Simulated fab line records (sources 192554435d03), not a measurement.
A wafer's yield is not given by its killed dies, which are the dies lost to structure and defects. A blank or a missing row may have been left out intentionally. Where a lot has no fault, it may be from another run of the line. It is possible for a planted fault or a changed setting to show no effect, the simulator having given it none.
fab line records	flow n5-finfet
[record] lots = 7	wafers = 39
route steps=1938 shown BEOL_M7@1263 BEOL_M10@1470 BEOL_M12@1637 BEOL_M13@1694 PAD_METAL@1896
start-h: start of the lot's first displayed wafer, in hours after the record's first day	wait-h: how many hours have passed since the lot's step before this one	" identical to the entry in the row above	L1.1+2: a single row standing in for several wafers	- no value present, or no start provided	* or withheld: withheld	< > ~ a bound
route shown NAME@n: NAME is a module with steps in the file, n the number in the route of the first one	usual: the fault-free wafers' mean and standard deviation	same: alike in all rows	chamber/n: place in a boat	sites: readings site by site	_std_site: standard deviation of those values	_edge_site: outer sites' mean less inner sites'	radius-mm: how far each site lies from the wafer's centre	mask NAME#n: copy n	behind: tool/chamber where the wafer was last shaped	hold: reason for holding the lot/hours on hold/outcome of the hold	device: transistor that didn't switch, given as n, p or np	end of line: the tests these same wafers got at the end of their route	a step with no rows: only its recipe	killed: the dies lost at the first sort to structure and to defects; this is not the yield of the wafer	map: the dies of a wafer, with x for killed, . for not killed, _ for no die there
set.NAME: the setting as run; set.NAME@STEP: as run at that earlier step	model.NAME: the simulator's own value behind a step, which no gauge read
lots where settings were altered on purpose, with a table for each step and a row for each wafer
[[steps]]
[step N5_BEOL_M7_ILD_DEP_00]
[recipe] material = SiCOH_lowk	target-thk-a = 1797.5	temp-c = 300	precursor = DEMS/porogen	pressure-torr = 5	rf-w = 500	time-s = 33.4
lot.wafer	tool	chamber	start-h	wait-h	set.time-s	model.SiCOH_lowk_of_BEOL_M7_ILD_DEP_00.thk-nm
L075.1	pecvd-04	0	191.01	0.0	33.4	177.6
L075.2	"	1	"	"	33.4	179.2
L075.3	"	2	"	"	53.43	285
L075.4	"	1	"	"	33.4	179.8
L075.5	"	0	"	"	53.43	284.6
L075.6	"	2	"	"	53.43	287.8
L077.1	pecvd-03	2	201.91	0.0	33.4	178.4
L077.2	"	1	"	"	33.4	179.4
L077.3	"	0	"	"	40.56	213.4
L077.4	"	1	"	"	40.56	218.6
L077.5	"	0	"	"	40.56	217
L077.6	"	2	"	"	33.4	181.4
L078.1	pecvd-03	0	203.10	0.0	51.98	276.4
L078.2	"	2	"	"	33.4	181
L078.3	"	1	"	"	33.4	180.6
L078.4	"	0	"	"	51.98	279.6
L078.5	"	2	"	"	51.98	281.8
L078.6	"	1	"	"	33.4	184.6
L079.1	pecvd-02	0	216.75	0.0	33.4	177.2
L079.4	"	1	"	"	33.4	180.8
L079.5	"	0	"	"	33.4	178.8
L084.1	pecvd-04	0	247.23	0.0	33.4	177.8
L084.2	"	2	"	"	47.1	253.4
L084.3	"	1	"	"	33.4	178.8
L084.4	"	0	"	"	47.1	251.6
L084.5	"	1	"	"	47.1	253.8
L084.6	"	2	"	"	33.4	186.2
L086.1	pecvd-04	1	267.29	0.0	50.68	266.6
L086.2	"	2	"	"	33.4	182.8
L086.3	"	0	"	"	33.4	176.2
L086.4	"	1	"	"	33.4	183.6
L086.5	"	0	"	"	50.68	269.6
L086.6	"	2	"	"	50.68	273.8
L092.1	pecvd-03	1	292.93	0.0	33.4	179.6
L092.2	"	0	"	"	33.4	177
L092.3	"	2	"	"	33.4	175.8
L092.4	"	2	"	"	33.4	176.8
L092.5	"	1	"	"	33.4	179.4
L092.6	"	0	"	"	33.4	180.4
[step N5_BEOL_M7_CURE_74]
[recipe] temp-c = 385	time-s = 240	ambient = He/Ar	material = SiCOH_lowk
lot.wafer	tool	chamber	start-h	wait-h	set.time-s@BEOL_M7_ILD_DEP_00	model.SiCOH_lowk_of_BEOL_M7_ILD_DEP_00.thk-nm
L075.1	uv-cure-03	2	191.07	0.0	33.4	153
L075.2	"	2	"	"	33.4	154.4
L075.3	"	2	"	"	53.43	247.2
L075.4	"	2	"	"	33.4	155
L075.5	"	2	"	"	53.43	247
L075.6	"	2	"	"	53.43	249.6
L077.1	uv-cure-03	2	201.97	0.0	33.4	153.8
L077.2	"	2	"	"	33.4	154.6
L077.3	"	2	"	"	40.56	184.4
L077.4	"	2	"	"	40.56	189
L077.5	"	2	"	"	40.56	187.4
L077.6	"	2	"	"	33.4	156.4
L078.1	uv-cure-01	0	203.16	0.0	51.98	239.8
L078.2	"	0	"	"	33.4	156
L078.3	"	0	"	"	33.4	155.8
L078.4	"	0	"	"	51.98	242.6
L078.5	"	0	"	"	51.98	244.4
L078.6	"	0	"	"	33.4	159.2
L079.1	uv-cure-03	2	216.81	0.0	33.4	152.8
L079.4	"	2	"	"	33.4	156
L079.5	"	2	"	"	33.4	154.2
L084.1	uv-cure-02	1	247.30	0.0	33.4	153.2
L084.2	"	1	"	"	47.1	219.4
L084.3	"	1	"	"	33.4	154.2
L084.4	"	1	"	"	47.1	217.8
L084.5	"	1	"	"	47.1	219.8
L084.6	"	1	"	"	33.4	160.6
L086.1	uv-cure-02	2	267.35	0.0	50.68	231
L086.2	"	2	"	"	33.4	157.6
L086.3	"	2	"	"	33.4	152
L086.4	"	2	"	"	33.4	158.4
L086.5	"	2	"	"	50.68	233.6
L086.6	"	2	"	"	50.68	237.4
L092.1	uv-cure-02	0	292.99	0.0	33.4	154.8
L092.2	"	0	"	"	33.4	152.6
L092.3	"	0	"	"	33.4	151.6
L092.4	"	0	"	"	33.4	152.4
L092.5	"	0	"	"	33.4	154.6
L092.6	"	0	"	"	33.4	155.6
[step N5_BEOL_M7_THK_MEAS_01]
[recipe] reads = SiCOH_lowk_of_BEOL_M7_ILD_DEP_00
[usual] M7_ILD_THK = 155.4/2.5
lot.wafer	tool	chamber	start-h	wait-h	set.time-s@BEOL_M7_ILD_DEP_00	M7_ILD_THK[nm]
L075.1	film-metro-02	-	191.58	0.4	33.4	153.0
L075.2	"	-	"	"	33.4	154.6
L075.3	"	-	"	"	53.43	247.1
L075.4	"	-	"	"	33.4	154.9
L075.5	"	-	"	"	53.43	247.0
L075.6	"	-	"	"	53.43	249.6
L077.1	film-metro-01	-	202.49	0.4	33.4	153.8
L077.2	"	-	"	"	33.4	154.7
L077.3	"	-	"	"	40.56	184.4
L077.4	"	-	"	"	40.56	189.0
L077.5	"	-	"	"	40.56	187.3
L077.6	"	-	"	"	33.4	156.5
L078.1	film-metro-01	-	204.16	0.8	51.98	239.8
L078.2	"	-	"	"	33.4	156.1
L078.3	"	-	"	"	33.4	155.7
L078.4	"	-	"	"	51.98	242.6
L078.5	"	-	"	"	51.98	244.4
L078.6	"	-	"	"	33.4	159.2
L079.1	film-metro-02	-	217.33	0.4	33.4	152.8
L079.4	"	-	"	"	33.4	155.9
L079.5	"	-	"	"	33.4	154.2
L084.1	film-metro-01	-	247.81	0.4	33.4	153.2
L084.2	"	-	"	"	47.1	219.3
L084.3	"	-	"	"	33.4	154.2
L084.4	"	-	"	"	47.1	217.9
L084.5	"	-	"	"	47.1	219.8
L084.6	"	-	"	"	33.4	160.7
L086.1	film-metro-02	-	268.35	0.8	50.68	231.0
L086.2	"	-	"	"	33.4	157.6
L086.3	"	-	"	"	33.4	151.9
L086.4	"	-	"	"	33.4	158.2
L086.5	"	-	"	"	50.68	233.5
L086.6	"	-	"	"	50.68	237.4
L092.1	film-metro-02	-	293.50	0.4	33.4	155.0
L092.2	"	-	"	"	33.4	152.7
L092.3	"	-	"	"	33.4	151.6
L092.4	"	-	"	"	33.4	152.5
L092.5	"	-	"	"	33.4	154.5
L092.6	"	-	"	"	33.4	155.7
[step N5_BEOL_M10_ILD_DEP_00]
[recipe] material = SiCOH_lowk	target-thk-a = 3085.1	temp-c = 300	precursor = DEMS/porogen	pressure-torr = 5	rf-w = 500	time-s = 58
lot.wafer	tool	chamber	start-h	wait-h	set.target-thk-a	model.SiCOH_lowk_of_BEOL_M10_ILD_DEP_00.thk-nm
L075.1	pecvd-02	1	212.76	0.0	1973	196.4
L075.2	"	2	"	"	1973	193.4
L075.3	"	0	"	"	1973	195.4
L075.4	"	0	"	"	3085.1	309.6
L075.5	"	1	"	"	3085.1	313
L075.6	"	2	"	"	3085.1	309.4
L078.1	pecvd-03	2	225.88	0.0	3085.1	300.8
L078.2	"	1	"	"	3085.1	303
L078.3	"	0	"	"	3085.1	302.2
L078.4	"	1	"	"	3085.1	310
L078.5	"	0	"	"	3085.1	308.2
L078.6	"	2	"	"	3085.1	307.4
L077.1	pecvd-01	1	226.55	0.0	1983	195.8
L077.2	"	1	"	"	3085.1	307.4
L077.3	"	1	"	"	3085.1	304
L077.4	"	1	"	"	1983	195.6
L077.5	"	1	"	"	3085.1	302.2
L077.6	"	1	"	"	1983	193.6
L079.1	pecvd-03	2	242.24	0.0	3085.1	304.6
L079.4	"	1	"	"	3085.1	309.4
L079.5	"	2	"	"	3085.1	310.8
L084.1	pecvd-02	1	275.56	0.0	1389	137.8
L084.2	"	0	"	"	1389	133
L084.3	"	2	"	"	1389	134.4
L084.4	"	2	"	"	3085.1	308.2
L084.5	"	1	"	"	3085.1	308.6
L084.6	"	0	"	"	3085.1	309.2
L086.1	pecvd-02	0	288.83	0.0	3085.1	301.2
L086.2+5	"	1	"	"	3085.1	304.2
L086.3	"	2	"	"	3085.1	301.8
L086.4	"	0	"	"	3085.1	305.2
L086.6	"	2	"	"	3085.1	302.2
L092.1	pecvd-02	1	318.31	0.0	3085.1	303
L092.2	"	0	"	"	3085.1	305.8
L092.3	"	0	"	"	2403	239.2
L092.4	"	1	"	"	3085.1	308
L092.5	"	1	"	"	2403	240.8
L092.6	"	0	"	"	2403	240.4
[step N5_BEOL_M10_CURE_71]
[recipe] temp-c = 385	time-s = 240	ambient = He/Ar	material = SiCOH_lowk
lot.wafer	tool	chamber	start-h	wait-h	set.target-thk-a@BEOL_M10_ILD_DEP_00	model.SiCOH_lowk_of_BEOL_M10_ILD_DEP_00.thk-nm
L075.1	uv-cure-02	0	212.84	0.0	1973	169.4
L075.2	"	0	"	"	1973	166.8
L075.3	"	0	"	"	1973	168.6
L075.4	"	0	"	"	3085.1	269
L075.5	"	0	"	"	3085.1	272
L075.6	"	0	"	"	3085.1	268.8
L078.1	uv-cure-01	0	226.13	0.2	3085.1	261.2
L078.2	"	0	"	"	3085.1	263.2
L078.3	"	0	"	"	3085.1	262.4
L078.4	"	0	"	"	3085.1	269.4
L078.5	"	0	"	"	3085.1	267.8
L078.6	"	0	"	"	3085.1	267
L077.1	uv-cure-01	0	226.75	0.2	1983	169
L077.2	"	0	"	"	3085.1	267
L077.3	"	0	"	"	3085.1	264
L077.4	"	0	"	"	1983	168.8
L077.5	"	0	"	"	3085.1	262.4
L077.6	"	0	"	"	1983	167.2
L079.1	uv-cure-02	1	242.32	0.0	3085.1	264.6
L079.4	"	1	"	"	3085.1	268.8
L079.5	"	1	"	"	3085.1	270
L084.1	uv-cure-01	0	275.78	0.2	1389	118.6
L084.2	"	0	"	"	1389	114.4
L084.3	"	0	"	"	1389	115.6
L084.4	"	0	"	"	3085.1	267.8
L084.5	"	0	"	"	3085.1	268
L084.6	"	0	"	"	3085.1	268.6
L086.1	uv-cure-02	1	288.91	0.0	3085.1	261.4
L086.2+5	"	1	"	"	3085.1	264.2
L086.3	"	1	"	"	3085.1	262.2
L086.4	"	1	"	"	3085.1	265.2
L086.6	"	1	"	"	3085.1	262.4
L092.1	uv-cure-02	1	318.46	0.1	3085.1	263.2
L092.2	"	1	"	"	3085.1	265.6
L092.3	"	1	"	"	2403	207
L092.4	"	1	"	"	3085.1	267.6
L092.5	"	1	"	"	2403	208.4
L092.6	"	1	"	"	2403	208
[step N5_BEOL_M10_THK_MEAS_01]
[recipe] reads = SiCOH_lowk_of_BEOL_M10_ILD_DEP_00
[usual] M10_ILD_THK = 265/3.3
lot.wafer	tool	chamber	start-h	wait-h	set.target-thk-a@BEOL_M10_ILD_DEP_00	M10_ILD_THK[nm]
L075.1	film-metro-02	-	213.35	0.4	1973	169
L075.2	"	-	"	"	1973	167
L075.3	"	-	"	"	1973	169
L075.4	"	-	"	"	3085.1	269
L075.5	"	-	"	"	3085.1	272
L075.6	"	-	"	"	3085.1	269
L078.1	film-metro-01	-	226.64	0.4	3085.1	261
L078.2	"	-	"	"	3085.1	263
L078.3	"	-	"	"	3085.1	263
L078.4	"	-	"	"	3085.1	269
L078.5	"	-	"	"	3085.1	268
L078.6	"	-	"	"	3085.1	267
L077.1	film-metro-02	-	227.26	0.4	1983	169
L077.2	"	-	"	"	3085.1	267
L077.3	"	-	"	"	3085.1	264
L077.4	"	-	"	"	1983	169
L077.5	"	-	"	"	3085.1	262
L077.6	"	-	"	"	1983	167
L079.1	film-metro-01	-	242.83	0.4	3085.1	265
L079.4	"	-	"	"	3085.1	269
L079.5	"	-	"	"	3085.1	270
L084.1	film-metro-02	-	276.77	0.8	1389	119
L084.2	"	-	"	"	1389	114
L084.3	"	-	"	"	1389	116
L084.4	"	-	"	"	3085.1	268
L084.5	"	-	"	"	3085.1	268
L084.6	"	-	"	"	3085.1	269
L086.1	film-metro-02	-	289.42	0.4	3085.1	262
L086.2	"	-	"	"	3085.1	264
L086.3	"	-	"	"	3085.1	262
L086.4	"	-	"	"	3085.1	265
L086.5	"	-	"	"	3085.1	264
L086.6	"	-	"	"	3085.1	263
L092.1	film-metro-02	-	318.97	0.4	3085.1	263
L092.2	"	-	"	"	3085.1	266
L092.3	"	-	"	"	2403	207
L092.4	"	-	"	"	3085.1	268
L092.5	"	-	"	"	2403	209
L092.6	"	-	"	"	2403	208
[step N5_BEOL_M12_ETCH_68]
[recipe] chemistry = N2/H2	target = SOC	mask-material = SiARC	source-w = 3000	bias-w = 350	temp-c = 40	time-s = 285	ion-energy-ev = 200	pressure-mtorr = 30	n2-flow-sccm = 200	h2-flow-sccm = 200
lot.wafer	tool	chamber	start-h	wait-h	set.target-depth-a	model.SiARC_of_BEOL_M12_COAT_66.thk-nm
L075.1	rie-diel-04	0	230.77	0.1	4390	91.6
L075.2	"	1	"	"	5700	87
L075.3	"	3	"	"	4390	91.4
L075.4	"	0	"	"	5700	86.4
L075.5	"	1	"	"	4390	92.6
L075.6	"	3	"	"	5700	86
L077.1	rie-diel-06	0	251.26	0.1	5700	86.8
L077.2	"	1	"	"	5700	87
L077.3+6	"	2	"	"	3328	96.4
L077.4	"	0	"	"	5700	87.2
L077.5	"	1	"	"	3328	97.2
L078.1	rie-diel-05	1	252.77	0.1	7256	79.2
L078.2	"	3	"	"	5700	86.2
L078.3+6	"	0,2	"	"	7256	80
L078.4	"	2	"	"	5700	86.6
L078.5	"	1	"	"	5700	86
L079.1+5	rie-diel-04	2	263.96	0.1	5700	86.6
L079.4	"	0	"	"	5700	85.6
L084.1	rie-diel-04	3	294.75	0.1	5700	85.6
L084.2	"	1	"	"	3655	94
L084.3+5	"	0	"	"	3655	93.8
L084.4	"	2	"	"	5700	85.4
L084.6	"	3	"	"	5700	85
L086.1+4	rie-diel-04	0	308.13	0.1	5700	85.8
L086.2	"	1	"	"	8027	75.8
L086.3	"	2	"	"	8027	77.8
L086.5	"	2	"	"	5700	87
L086.6	"	1	"	"	8027	76.6
L092.1	rie-diel-05	1	333.58	0.1	4000	92.2
L092.2	"	3	"	"	5700	85.2
L092.3	"	2	"	"	4000	92.6
L092.4	"	0	"	"	4000	93
L092.5	"	0	"	"	5700	85.6
L092.6	"	1	"	"	5700	85
[step N5_BEOL_M13_ETCH_68]
[recipe] chemistry = N2/H2	target = SOC	mask-material = SiARC	source-w = 3000	bias-w = 350	temp-c = 40	time-s = 355	ion-energy-ev = 200	pressure-mtorr = 30	n2-flow-sccm = 200	h2-flow-sccm = 200
lot.wafer	tool	chamber	start-h	wait-h	set.time-s	model.SiARC_of_BEOL_M13_COAT_66.thk-nm
L075.1+4	rie-diel-01	3,1	237.43	0.1	289.5	82.4
L075.2	"	1	"	"	355	76.2
L075.3	"	2	"	"	355	76
L075.5	"	3	"	"	289.5	83
L075.6	"	2	"	"	355	76.6
L077.1	rie-diel-01	0	255.23	0.1	158.4	95.6
L077.2	"	3	"	"	355	78
L077.3	"	1	"	"	355	77.2
L077.4	"	2	"	"	355	78.2
L077.5	"	1	"	"	158.4	95.2
L077.6	"	2	"	"	158.4	95.4
L078.1+3	rie-diel-01	0,1	262.31	0.1	487.8	64.8
L078.2	"	2	"	"	355	77.8
L078.4	"	3	"	"	355	78.2
L078.5	"	2	"	"	487.8	65.8
L078.6	"	1	"	"	355	77.2
L079.1	rie-diel-03	1	269.96	0.1	355	77.8
L079.4	"	2	"	"	355	77
L079.5	"	1	"	"	355	77.4
L084.1	rie-diel-01	2	299.43	0.1	355	77.4
L084.2	"	1	"	"	355	77.2
L084.3+5	"	3,2	"	"	292.1	83
L084.4	"	0	"	"	292.1	82
L084.6	"	1	"	"	355	77
L086.1+3	rie-diel-03	2,0	314.40	0.1	355	77.6
L086.2+6	"	3,2	"	"	355	77.2
L086.4+5	"	1	"	"	355	77.4
L092.1	rie-diel-02	1	338.75	0.1	483.7	66.6
L092.2	"	3	"	"	483.7	67.2
L092.3+6	"	0	"	"	355	78
L092.4	"	1	"	"	355	78.2
L092.5	"	3	"	"	483.7	66.8
[step N5_PASSIVATION_AL_DEP_21]
[recipe] material = Al	target-thk-a = 28000	temp-c = 400	time-s = 170	power-w = 30000	chamber-pressure-pa = 0.4	gas = Ar
lot.wafer	tool	chamber	start-h	wait-h	set.target-thk-a	model.Al_of_PASSIVATION_AL_DEP_21.thk-nm
L075.1	pvd-sputter-03	-	271.17	0.1	28000	2815
L075.2	"	-	"	"	28000	2806
L075.3	"	-	"	"	28000	2831
L075.4	"	-	"	"	28000	2790
L075.5	"	-	"	"	28000	2818
L075.6	"	-	"	"	28000	2802
L077.1	pvd-sputter-01	-	280.39	0.1	15100	1500
L077.2	"	-	"	"	28000	2783
L077.3	"	-	"	"	15100	1530
L077.4	"	-	"	"	28000	2814
L077.5	"	-	"	"	28000	2805
L077.6	"	-	"	"	15100	1529
L078.1	pvd-sputter-03	-	284.14	0.1	13430	1337
L078.2	"	-	"	"	13430	1328
L078.3	"	-	"	"	28000	2838
L078.4	"	-	"	"	13430	1380
L078.5	"	-	"	"	28000	2841
L078.6	"	-	"	"	28000	2811
L079.1	pvd-sputter-01	-	290.78	0.1	28000	2750
L079.4	"	-	"	"	28000	2763
L079.5	"	-	"	"	28000	2755
L084.1	pvd-sputter-01	-	319.34	0.1	43510	4357
L084.2	"	-	"	"	43510	4371
L084.3+6	"	-	"	"	28000	2814
L084.4	"	-	"	"	43510	4376
L084.5	"	-	"	"	28000	2804
L086.1	pvd-sputter-03	-	342.68	0.1	28000	2787
L086.2	"	-	"	"	28000	2835
L086.3	"	-	"	"	28000	2827
L086.4	"	-	"	"	28000	2839
L086.5	"	-	"	"	28000	2844
L086.6	"	-	"	"	28000	2832
L092.1	pvd-sputter-01	-	368.61	0.1	44590	4465
L092.2	"	-	"	"	28000	2813
L092.3	"	-	"	"	28000	2827
L092.4	"	-	"	"	28000	2818
L092.5	"	-	"	"	44590	4490
L092.6	"	-	"	"	44590	4472
[[key]]
[split] step = N5_BEOL_M7_ILD_DEP_00	setting = time-s	stated = 33.4	by = wafer
[response] step = N5_BEOL_M7_ILD_DEP_00	reading = model.SiCOH_lowk_of_BEOL_M7_ILD_DEP_00.thk-nm	change = +1.75	per = 1%	r = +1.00
[response] step = N5_BEOL_M7_CURE_74	reading = model.SiCOH_lowk_of_BEOL_M7_ILD_DEP_00.thk-nm	change = +1.54	per = 1%	r = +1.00
[response] step = N5_BEOL_M7_THK_MEAS_01	reading = M7_ILD_THK	change = +1.53	per = 1%	r = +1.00
[split] step = N5_BEOL_M10_ILD_DEP_00	setting = target-thk-a	stated = 3085.1	by = wafer
[response] step = N5_BEOL_M10_ILD_DEP_00	reading = model.SiCOH_lowk_of_BEOL_M10_ILD_DEP_00.thk-nm	change = +3.13	per = 1%	r = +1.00
[response] step = N5_BEOL_M10_CURE_71	reading = model.SiCOH_lowk_of_BEOL_M10_ILD_DEP_00.thk-nm	change = +2.75	per = 1%	r = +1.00
[response] step = N5_BEOL_M10_THK_MEAS_01	reading = M10_ILD_THK	change = +2.75	per = 1%	r = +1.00
[split] step = N5_BEOL_M12_ETCH_68	setting = target-depth-a	stated = 5700	by = wafer
[response] step = N5_BEOL_M12_ETCH_68	reading = model.SiARC_of_BEOL_M12_COAT_66.thk-nm	change = -0.236	per = 1%	r = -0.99
[split] step = N5_BEOL_M13_ETCH_68	setting = time-s	stated = 355	by = wafer
[response] step = N5_BEOL_M13_ETCH_68	reading = model.SiARC_of_BEOL_M13_COAT_66.thk-nm	change = -0.321	per = 1%	r = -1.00
[split] step = N5_PASSIVATION_AL_DEP_21	setting = target-thk-a	stated = 28000	by = wafer
[response] step = N5_PASSIVATION_AL_DEP_21	reading = model.Al_of_PASSIVATION_AL_DEP_21.thk-nm	change = +28.1	per = 1%	r = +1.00
